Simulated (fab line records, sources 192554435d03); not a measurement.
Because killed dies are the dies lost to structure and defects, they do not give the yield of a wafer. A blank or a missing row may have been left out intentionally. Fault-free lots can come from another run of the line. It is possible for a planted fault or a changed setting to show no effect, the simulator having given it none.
A struck lot beside a sound one / flow n5 finfet / 41 out of 1938 route steps
Sound: these wafers, L359.1, L359.4, L359.6. Struck: wafer L370.3. The cause is given at the end.
Per side, at each step with rows, come the tool, then ch with its chambers, and then its first start. Under that, the readings that differ: sound wafers / struck wafers / difference of the means / sigmas: that difference in standard deviations of wafers without a fault.
alike: words and numbers the same on both sides, and readings whose means are apart by under 2 such deviations; not compared: readings that were withheld, readings missing a value for some wafer, numbers with overlapping values and no deviation given by the record, and bounds like >300 which may hide the same value.
Wherever a step has rows on one side only, a row that says differs or no value, or a row with sigmas, the two part there. Numbers that have no deviation but don't overlap get no sigmas and don't part them. A reading missing from all wafers of one side parts the sides only when that side holds two or more wafers.

N5_BEOL_M3_ANNEAL_95: time 240 s.
  struck on pvd sputter-02, day 12 15:38; sound on pvd sputter-03, day 9 10:01
  alike: heater power w
N5_BEOL_M3_SPUTTER_96: material Cu, target thk 4.5 nm, time 8.29 s.
  struck on pvd sputter-02, day 12 15:46; sound on pvd sputter-03, day 9 10:09
reading=throttle valve pct (%); sound=31.5 30.5 28.7; struck=32.4; difference=+2.2; sigmas=+2
then, 2 steps without rows for these wafers: N5_BEOL_M3_ECD_50 (material Cu, target thk 300 nm); N5_BEOL_M3_ANNEAL_51 (time 90 s).
N5_BEOL_M3_CMP_52: polishes, stops on SiOC, t overpolish 6.8 s, target thk 40 nm.
  sound on cmp-02 ch 0,1, day 9 11:41; struck on cmp-03 ch 0, day 12 16:18
reading=motor current A (A); sound=5.2 6.7 5.1; struck=7.9; difference=+2.2; sigmas=+2
  alike: barrier field endpoint s, clearing platen down force psi, overpolish run s, retaining ring pressure frac, time to endpoint s
N5_BEOL_M3_THK_MEAS_53: measures by xrf.
  struck on film metro-02, day 12 16:34; sound on film metro-01, day 9 11:59
  alike: M3_THK
then, 4 steps without rows for these wafers: N5_BEOL_M3_PRE_CLEAN_60 (time 15 s); N5_BEOL_M3_CO_CAP_55 (material Co, precursor CCTBA/H2, target thk 2 nm, time 102.1 s); N5_BEOL_M3_PRE_CLEAN_56 (time 15 s); N5_BEOL_M3_DEP_57 (deposits SiCN from 3MS/NH3, target thk 8 nm, time 14 s).
N5_BEOL_M3_RS_MEAS_58: measurement is done with a four-point probe.
  struck on film metro-02, day 12 16:55; sound on film metro-02, day 9 12:17
  alike: M3_RS
N5_BEOL_M4_ILD_DEP_00: deposits SiOC from DEMS/O2, target thk 79 nm, time 15.3 s.
  sound on pecvd-03 ch 0,1, day 9 12:20; struck on pecvd-03 ch 0, day 12 16:58
reading=model.SiOC_of_BEOL_M4_ILD_DEP_00.thk nm (nm); sound=78 77.8 78.8; struck=89.4; difference=+11.2; sigmas=
  alike: heater power w, rf fwd power W, showerhead plenum p Torr, throttle valve pct
N5_BEOL_M4_THK_MEAS_01:
  struck on film metro-02, day 12 17:02; sound on film metro-01, day 9 12:25
reading=M4_ILD_THK (nm); sound=77.9 77.9 78.8; struck=89.5; difference=+11.3; sigmas=+12
then, 11 steps without rows for these wafers: N5_BEOL_M4_PECVD_72 (deposits SiO2 from TEOS/O2, target thk 16 nm, time 18 s); N5_BEOL_M4_HM_DEP_02 (deposits TiN, target thk 20 nm); N5_BEOL_M4_COAT_61 (time 60 s, resist thk 60 nm); N5_BEOL_M4_COAT_62 (time 60 s, resist thk 12 nm); N5_BEOL_M4_COAT_73 (time 60 s, resist thk 5 nm); N5_BEOL_M4_COAT_05 (resist thk 30 nm); N5_BEOL_M4_EBR_07; N5_BEOL_M4_SOFTBAKE_06 (time 60 s); N5_BEOL_M4_EXPOSE_08 (exposes mask M4); N5_BEOL_M4_PEB_09 (peb time 60 s); N5_BEOL_M4_DEVELOP_10 (develop time 30 s).
N5_BEOL_M4_CD_MEAS_11 targets a cd of 16.79 nm.
  sound on cd sem-03 ch 0, day 9 15:36; struck on cd sem-01 ch 0, day 12 20:43
  alike: cd nm
N5_BEOL_M4_OVL_MEAS_12:
  sound on overlay-02 ch 0, day 9 15:38; struck on overlay-01 ch 0, day 12 20:45
  alike: M4_OVL
then, 6 steps without rows for these wafers: N5_BEOL_M4_DESCUM_16 (chemistry O2, time 7 s); N5_BEOL_M4_ETCH_74 (etches underlayer in N2/H2, target depth 6.5 nm, time 5.2 s); N5_BEOL_M4_ETCH_63 (etches SiARC in CF4, target depth 15.6 nm, time 26 s); N5_BEOL_M4_ETCH_64 (etches SOC in N2/H2, target depth 75 nm, overetch 22.5 nm, time 121.9 s); N5_BEOL_M4_STRIP_65 (strips in N2/H2); N5_BEOL_M4_STRIP_75 (strips in N2/H2).
N5_BEOL_M4_STRIP_66: strips in CF4.
  sound on rie diel-04 ch 0,2,3, day 9 16:03; struck on rie diel-06 ch 0, day 12 21:11
  alike: drypump motor current A, oes product au, rf fwd power W, rf vpp V, showerhead plenum p Torr, throttle valve pct
  not compared: rf hours counter h
then, 1 step without rows for these wafers: N5_BEOL_M4_HM_OPEN_17 (chemistry Cl2/BCl3, target TiN, target depth 20 nm, overetch 6 nm).
N5_BEOL_M4_STRIP_19: strips in O2.
  sound on rie diel-04 ch 0,1,2, day 9 16:16; struck on rie diel-06 ch 1, day 12 21:20
  alike: drypump motor current A, oes product au, rf vpp V, showerhead plenum p Torr, throttle valve pct
  not compared: rf hours counter h
N5_BEOL_M4_CD_MEAS_18: pitch 36 nm, target cd 18 nm.
  struck on cd sem-01, day 12 21:25; sound on cd sem-02, day 9 16:20
  alike: cd nm
then, 4 steps without rows for these wafers: N5_BEOL_M4_COAT_67 (time 60 s, resist thk 60 nm); N5_BEOL_M4_COAT_68 (time 60 s, resist thk 12 nm); N5_BEOL_M4_COAT_76 (time 60 s, resist thk 5 nm); N5_BEOL_M4_COAT_22 (resist thk 30 nm).
N5_BEOL_M4_CMP_52: polishes, stops on SiOC, t overpolish 6.8 s, target thk 40 nm.
  sound on cmp-04 ch 0,1,2, day 10 20:22; struck on cmp-03 ch 1, day 13 22:07
reading=model.SiOC_of_BEOL_M4_ILD_DEP_00.thk nm (nm); sound=75 74.8 75.8; struck=86.4; difference=+11.2; sigmas=
  alike: clearing platen down force psi, motor current A, retaining ring pressure frac

WHERE THEY PART
First at N5_BEOL_M3_SPUTTER_96; last, within this record, at N5_BEOL_M4_THK_MEAS_01. Later steps at which nothing parts them and some readings are alike: N5_BEOL_M4_CD_MEAS_11, N5_BEOL_M4_OVL_MEAS_12, N5_BEOL_M4_STRIP_66, N5_BEOL_M4_STRIP_19, N5_BEOL_M4_CD_MEAS_18, N5_BEOL_M4_CMP_52.

WHY: what had been put in by the simulator
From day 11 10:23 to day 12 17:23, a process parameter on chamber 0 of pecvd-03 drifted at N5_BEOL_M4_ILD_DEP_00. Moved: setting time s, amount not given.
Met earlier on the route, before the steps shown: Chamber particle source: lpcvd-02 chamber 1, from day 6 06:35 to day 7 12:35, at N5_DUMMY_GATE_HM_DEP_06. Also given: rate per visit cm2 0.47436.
